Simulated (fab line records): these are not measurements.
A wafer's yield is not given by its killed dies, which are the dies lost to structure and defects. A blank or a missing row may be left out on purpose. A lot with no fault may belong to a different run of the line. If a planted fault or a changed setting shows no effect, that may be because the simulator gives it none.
Matching of chambers | flow n5 finfet | 4 sister chambers for N5_BEOL_M13_DESCUM_15 on rie diel-06
The step chemistry O2, time 7.9 s. 4 wafers are shown with their chamber, then 11 later ones without.

## WAFERS PAIRED WITH THEIR CHAMBERS
wafer  | chamber | showerhead plenum p Torr (Torr)
L081.4 | 0       | 1.99
L083.3 | 1       | 2.07
L083.5 | 3       | 2.18
L087.3 | 2       | 2.03

## WAFERS WITH NO CHAMBER GIVEN
wafer  | showerhead plenum p Torr (Torr)
L087.4 | 2.04
L087.5 | 2.18
L093.2 | 2.06
L093.4 | 2.18
L093.6 | 1.98
L091.3 | 1.98
L091.5 | 2.18
L091.6 | 2.03
L096.1 | 1.98
L096.4 | 2.03
L096.5 | 2.06

## EACH ONE'S CHAMBER
wafer  | from the rows above | in truth
L087.4 | 2                   | 2
L087.5 | 3                   | 3
L093.2 | 1                   | 1
L093.4 | 3                   | 3
L093.6 | 0                   | 0
L091.3 | 0                   | 0
L091.5 | 3                   | 3
L091.6 | 2                   | 2
L096.1 | 0                   | 0
L096.4 | 2                   | 2
L096.5 | 1                   | 1
11 of 11 placed correctly. Number that these rows cannot place: 0. 0 placed wrongly.
How it was worked out, from the rows above alone: a wafer's distance from a chamber is the root of the sum, over the readings, of the square of ((its reading less the chamber's mean) divided by the reading's scatter). If the next closest chamber is less than 2 further off than the closest, the wafer can't be placed; otherwise it belongs to the closest. The mean given for a chamber averages the wafers shown for that chamber. The scatter (one wafer shown for each chamber): square how far every hidden wafer sits from the nearest shown wafer, average those squares and take the square root.
